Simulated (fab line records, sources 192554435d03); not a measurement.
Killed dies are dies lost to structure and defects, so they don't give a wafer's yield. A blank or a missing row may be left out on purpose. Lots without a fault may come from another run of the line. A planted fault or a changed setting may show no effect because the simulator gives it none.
A struck lot beside a sound one | flow n5_finfet | 41 steps out of a route of 1938
Sound: wafers L655.2, L655.3, L655.5. Struck: wafer L665.5. (L665.2, L665.6 of the same lot were not struck and are left out.) The cause comes at the end.
At each step with rows: each side's tool, then ch and its chambers, then its first start. Under that, the readings that differ: sound wafers | struck wafers | difference of the means | sigmas: that difference in standard deviations of wafers without a fault.
alike: readings whose means differ by less than 2 such deviations, and words and numbers that are the same on both sides. not compared: withheld readings, readings that some wafer has no value for, bounds like >300 that may hide the same value, and numbers for which the record gives no deviation and whose values overlap.
The two part at a step that has a row with sigmas, a row that says differs or no value, or rows on one side only. Numbers that don't overlap but have no deviation are shown without sigmas and don't part them. A reading that every wafer of one side lacks parts them only if that side has two wafers or more.

first, 4 steps without rows for these wafers: N5_BEOL_M4_HM_STRIP_39 (strips TiN in peroxide tin strip, target depth 25 nm, time 158 s); N5_BEOL_M4_SRD_40 (time 30 s); N5_BEOL_M4_PRECLEAN_42 (cleans in residue remover, time 60 s); N5_BEOL_M4_SRD_43 (time 30 s).
N5_BEOL_M4_CD_MEAS_35: target cd 18 nm, target cd y 22.4 nm.
  sound on cd_sem-01, day 8 07:51; struck on cd_sem-03, day 11 12:08
  reading    | sound          | struck | difference | sigmas
  cd_nm (nm) | 19.0 18.1 18.4 | 17.4   | -1.1       | -3
then, 3 steps without rows for these wafers: N5_BEOL_M4_DEGAS_44 (time 60 s); N5_BEOL_M4_PRE_CLEAN_45 (time 30 s); N5_BEOL_M4_ALD_84 (deposits TaN, pulse time 2 s, purge time 3 s, co reactant purge time 2 s).
N5_BEOL_M4_SURFACE_TREAT_85:
  sound on pvd_sputter-03, day 8 08:49; struck on pvd_sputter-01, day 11 12:48
  not compared: pressure_mtorr, throttle_valve_pct
then, 2 steps without rows for these wafers: N5_BEOL_M4_CVD_47 (deposits Co from CCTBA/H2, target thk 3 nm, time 223.8 s); N5_BEOL_M4_SPUTTER_48 (material Cu, target thk 4.5 nm, time 8.29 s).
N5_BEOL_M4_ANNEAL_49: time 240 s.
  sound on pvd_sputter-01, day 8 10:26; struck on pvd_sputter-01, day 11 13:19
  alike: heater_power_w
N5_BEOL_M4_SPUTTER_79: material Cu, target thk 4.5 nm, time 8.29 s.
  sound on pvd_sputter-01, day 8 10:34; struck on pvd_sputter-01, day 11 13:28
  reading                | sound          | struck | difference | sigmas
  throttle_valve_pct (%) | 27.9 29.1 27.8 | 30.8   | +2.5       | +2
N5_BEOL_M4_ANNEAL_80: time 240 s.
  sound on pvd_sputter-01, day 8 10:39; struck on pvd_sputter-01, day 11 13:32
  alike: heater_power_w
then, 7 steps without rows for these wafers: N5_BEOL_M4_SPUTTER_81 (material Cu, target thk 4.5 nm, time 8.29 s); N5_BEOL_M4_ANNEAL_82 (time 240 s); N5_BEOL_M4_SPUTTER_86 (material Cu, target thk 4.5 nm, time 8.29 s); N5_BEOL_M4_ANNEAL_87 (time 240 s); N5_BEOL_M4_SPUTTER_88 (material Cu, target thk 4.5 nm, time 8.29 s); N5_BEOL_M4_ANNEAL_89 (time 240 s); N5_BEOL_M4_SPUTTER_90 (material Cu, target thk 4.5 nm, time 8.29 s).
N5_BEOL_M4_ANNEAL_91: time 240 s.
  sound on pvd_sputter-01, day 8 11:32; struck on pvd_sputter-01, day 11 14:25
  alike: heater_power_w
then, 1 step without rows for these wafers: N5_BEOL_M4_SPUTTER_92 (material Cu, target thk 4.5 nm, time 8.29 s).
N5_BEOL_M4_ANNEAL_93: time 240 s.
  sound on pvd_sputter-01, day 8 11:45; struck on pvd_sputter-01, day 11 14:38
  alike: heater_power_w
then, 10 steps without rows for these wafers: N5_BEOL_M4_SPUTTER_94 (material Cu, target thk 4.5 nm, time 8.29 s); N5_BEOL_M4_ANNEAL_95 (time 240 s); N5_BEOL_M4_SPUTTER_96 (material Cu, target thk 4.5 nm, time 8.29 s); N5_BEOL_M4_ECD_50 (material Cu, target thk 300 nm); N5_BEOL_M4_ANNEAL_51 (time 90 s); N5_BEOL_M4_CMP_52 (polishes, stops on SiOC, t overpolish 6.8 s, target thk 40 nm); N5_BEOL_M4_PRE_CLEAN_60 (time 15 s); N5_BEOL_M4_CO_CAP_55 (material Co, precursor CCTBA/H2, target thk 2 nm, time 102.1 s); N5_BEOL_M4_PRE_CLEAN_56 (time 15 s); N5_BEOL_M4_DEP_57 (deposits SiCN from 3MS/NH3, target thk 8 nm, time 14 s).
N5_BEOL_M4_RS_MEAS_58: measures by four-point-probe.
  sound on film_metro-02, day 8 15:23; struck on film_metro-01, day 11 16:20
  alike: M4_RS
N5_BEOL_M4_RC_MEAS_101:
  sound on prober-02 ch 0, day 8 15:35; struck on prober-02 ch 0, day 11 16:33
  alike: DIBL_N, DIBL_P, IOFF_N, IOFF_P, ION_N, ION_P, SS_N, SS_P, VT_N, VT_P
then, 2 steps without rows for these wafers: N5_BEOL_M5_ILD_DEP_00 (deposits SiCOH lowk from DEMS/porogen, target thk 140.64 nm, time 25.9 s); N5_BEOL_M5_CURE_79 (cures SiCOH lowk, time 240 s).
N5_BEOL_M5_THK_MEAS_01:
  sound on film_metro-02, day 8 16:59; struck on film_metro-01, day 11 17:56
  alike: M5_ILD_THK
then, 1 step without rows for these wafers: N5_BEOL_M5_PECVD_70 (deposits SiO2 from TEOS/O2, target thk 16 nm, time 18 s).
-- the record jumps here: 4 days lie between the struck wafers' starts before and after (it left off in module BEOL_M5 and takes up again in module PASSIVATION, whose first step shown is number 1936 of the route) --
N5_PASSIVATION_PROBE_49:
  the record has rows for the struck wafers here (prober-02, day 15 20:54) and none for the sound ones

WHERE THEY PART
First at N5_BEOL_M4_CD_MEAS_35; last, within this record, at N5_PASSIVATION_PROBE_49.

WHY: what the simulator had put in
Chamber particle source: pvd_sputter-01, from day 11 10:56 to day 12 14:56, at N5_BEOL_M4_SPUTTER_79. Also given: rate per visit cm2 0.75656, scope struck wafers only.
